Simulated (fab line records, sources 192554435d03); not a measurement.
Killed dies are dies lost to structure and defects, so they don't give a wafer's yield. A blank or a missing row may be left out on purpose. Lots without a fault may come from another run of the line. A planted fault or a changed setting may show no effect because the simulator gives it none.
Split-lot experiment | flow n5_finfet | 7 lots, 21 wafers read, on a route of 1938 steps

THE SPLIT
At N5_PMOS_HMC_CHANNEL_EPI_HM_DEP_34 (deposits SiO2 from TEOS/O2, target thk 36 nm, time 6.9 s), the setting time_s was moved away from the recipe's 6.9 s on 6 of the 21 wafers read, by -11.6% to +8.2%. The other wafers ran this setting at the recipe's value.

FROM THE SPLIT TO THE READING: what the file shows between them, 3 steps
- N5_PMOS_HMC_CHANNEL_EPI_DEVELOP_08: develop time 30 s (also split here: develop_time_s)
- N5_PMOS_HMC_CHANNEL_EPI_STRIP_17: strips in SPM, time 750 s
- N5_PMOS_HMC_CHANNEL_EPI_ETCH_38: etches SiO2 in CF4, target depth 1.5 nm

THE READING
SiO2_of_PMOS_HMC_CHANNEL_EPI_HM_DEP_34.thk_nm (the simulator's own value, which no gauge read), in nm, at N5_PMOS_HMC_CHANNEL_EPI_FIN_RECESS_16 (chemistry HBr/Cl2, target Si, target depth 54 nm, time 18 s). The file gives no usual value for it. The 15 wafers here that ran the recipe average 30.32 nm, standard deviation 0.6 nm.

wafer  | tool, chamber at the split | time_s as run, s | against the recipe | SiO2_of_PMOS_HMC_CHANNEL_EPI_HM_DEP_34.thk_nm, nm | against lot-mates on the recipe
L074.2 | pecvd-02, 1                | 6.9              | recipe             | 30.78                                             | -
L074.3 | pecvd-02, 2                | 6.9              | recipe             | 30.48                                             | -
L074.5 | pecvd-02, 1                | 6.9              | recipe             | 30.39                                             | -
L077.2 | pecvd-02, 2                | 6.1              | -11.6%             | 26.57                                             | -3.62
L077.3 | pecvd-02, 0                | 6.9              | recipe             | 29.36                                             | -
L077.5 | pecvd-02, 1                | 6.9              | recipe             | 31.01                                             | -
L087.1 | pecvd-01, 0                | 6.632            | -3.9%              | 28.44                                             | no lot-mate on the recipe
L087.2 | pecvd-01, 2                | 6.632            | -3.9%              | 28.81                                             | no lot-mate on the recipe
L087.4 | pecvd-01, 0                | 6.632            | -3.9%              | 28.65                                             | no lot-mate on the recipe
L088.1 | pecvd-02, 0                | 6.9              | recipe             | 30.63                                             | -
L088.3 | pecvd-02, 2                | 6.9              | recipe             | 30.51                                             | -
L088.5 | pecvd-02, 2                | 6.9              | recipe             | 31.12                                             | -
L093.4 | pecvd-02, 1                | 6.9              | recipe             | 30.98                                             | -
L093.5 | pecvd-02, 0                | 6.9              | recipe             | 30.23                                             | -
L093.6 | pecvd-02, 1                | 6.9              | recipe             | 30.88                                             | -
L095.2 | pecvd-01, 1                | 6.9              | recipe             | 29.79                                             | -
L095.3 | pecvd-01, 0                | 6.9              | recipe             | 29.5                                              | -
L095.4 | pecvd-01, 0                | 6.9              | recipe             | 29.57                                             | -
L096.1 | pecvd-01, 1                | 6.9              | recipe             | 29.5                                              | -
L096.2 | pecvd-01, 2                | 7.466            | +8.2%              | 32.81                                             | +3.31
L096.4 | pecvd-01, 2                | 7.466            | +8.2%              | 32.76                                             | +3.26

THE FIT
A straight line over all 21 wafers: SiO2_of_PMOS_HMC_CHANNEL_EPI_HM_DEP_34.thk_nm changes by +0.328 nm for each +1% of time_s; r = +0.92; the points scatter about the line by 0.56 nm.
The same after taking each lot's own level away (the mean of its wafers on the recipe; 18 wafers): +0.355 nm for each +1%; r = +0.97; scatter 0.39 nm.
On that fit, the largest move of time_s shifts the reading by 4.1 nm.
The lots' own levels span 29.500 to 30.753 nm, that is 2.1 times the standard deviation above.
So the lot-to-lot level changes the slope little: the two slopes agree.
Check: with one of the wafers moved furthest among these (-11.6%) left out of the fit, the line predicts -4.64 nm for it against its lot-mates. It came out at -3.62 nm against them.

OTHER SPLITS ON THESE WAFERS
These wafers also went through other splits before the reading. Each is held against what the fit with the lots' levels taken away leaves over:
other split on the same wafers                    | wafers away from the commonest value | r with SiO2_of_PMOS_HMC_CHANNEL_EPI_HM_DEP_34.thk_nm (lot level and that fit taken away)
N5_PMOS_HMC_CHANNEL_EPI_DEVELOP_08 develop_time_s | 7                                    | -0.30

THE WHOLE CHAIN: every reading that the file lists as answering this split, in the file's order
step                                  | what it does                                                | reading                                                                                        | change (the file's fit)               | r (the file's)
N5_PMOS_HMC_CHANNEL_EPI_HM_DEP_34     | deposits SiO2 from TEOS/O2, target thk 36 nm, time 6.9 s    | SiO2_of_PMOS_HMC_CHANNEL_EPI_HM_DEP_34.thk_nm (the simulator's own value, which no gauge read) | +0.349 nm for each +1% of the setting | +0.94
N5_PMOS_HMC_CHANNEL_EPI_FIN_RECESS_16 | chemistry HBr/Cl2, target Si, target depth 54 nm, time 18 s | SiO2_of_PMOS_HMC_CHANNEL_EPI_HM_DEP_34.thk_nm (the simulator's own value, which no gauge read) | +0.341 nm for each +1% of the setting | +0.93

THE FILE'S OWN FIT
SiO2_of_PMOS_HMC_CHANNEL_EPI_HM_DEP_34.thk_nm changes by +0.341 nm for each +1% of time_s, r = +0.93.
